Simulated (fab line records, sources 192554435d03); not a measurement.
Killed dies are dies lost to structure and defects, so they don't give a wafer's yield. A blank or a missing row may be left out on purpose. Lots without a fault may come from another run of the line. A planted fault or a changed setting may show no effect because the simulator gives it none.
Which tool did it? | flow n5_finfet | 11 lots, 31 wafers sampled, at 1 step of a route of 1938

WHAT THE GAUGES READ, wafer by wafer
N5_BEOL_M14_INSPECT_30: inspects for defects (macro).
lot  | measured     | on                | raw_defect_count
L979 | day 11 23:41 | defect_inspect-01 | 1 1 0
L984 | day 12 13:20 | defect_inspect-01 | 3 3 3
L983 | day 12 20:53 | defect_inspect-01 | 2 3 0
L985 | day 13 17:02 | defect_inspect-02 | 0 1 2
L987 | day 13 18:47 | defect_inspect-01 | 2 0
L988 | day 13 22:54 | defect_inspect-02 | 2 1
L993 | day 14 23:41 | defect_inspect-02 | 3 2 1
L996 | day 16 06:40 | defect_inspect-02 | 1 4 1
L998 | day 16 07:47 | defect_inspect-01 | 1 2 1
L999 | day 17 00:29 | defect_inspect-02 | 2 0 1
L101 | day 17 02:39 | defect_inspect-01 | 4 1 0

WHICH TOOL RAN EACH LOT (tool, then ch and the chambers of the sampled wafers, then the start)
The record holds no process step before these readings.

THE ANSWER, worked out from the rows above alone
Rule: what is usual is taken from the lots themselves. Put in order of their means at a reading, lots are off if they are a third of the lots or fewer, leave a main group of 4 or more, and stand apart from it by a gap of 3 or more times the standard deviation of the main group's means; of several such gaps the widest counts. A main group whose means are all the same, to the digits that the tables above print for the reading, isn't used. A lot without any number at a reading at which 4 lots or more have one is off too. The other lots that the step has rows for count as sound.
No lot is off at any reading shown: from this, nothing can be told.

WHAT THE SIMULATOR HAD PUT IN
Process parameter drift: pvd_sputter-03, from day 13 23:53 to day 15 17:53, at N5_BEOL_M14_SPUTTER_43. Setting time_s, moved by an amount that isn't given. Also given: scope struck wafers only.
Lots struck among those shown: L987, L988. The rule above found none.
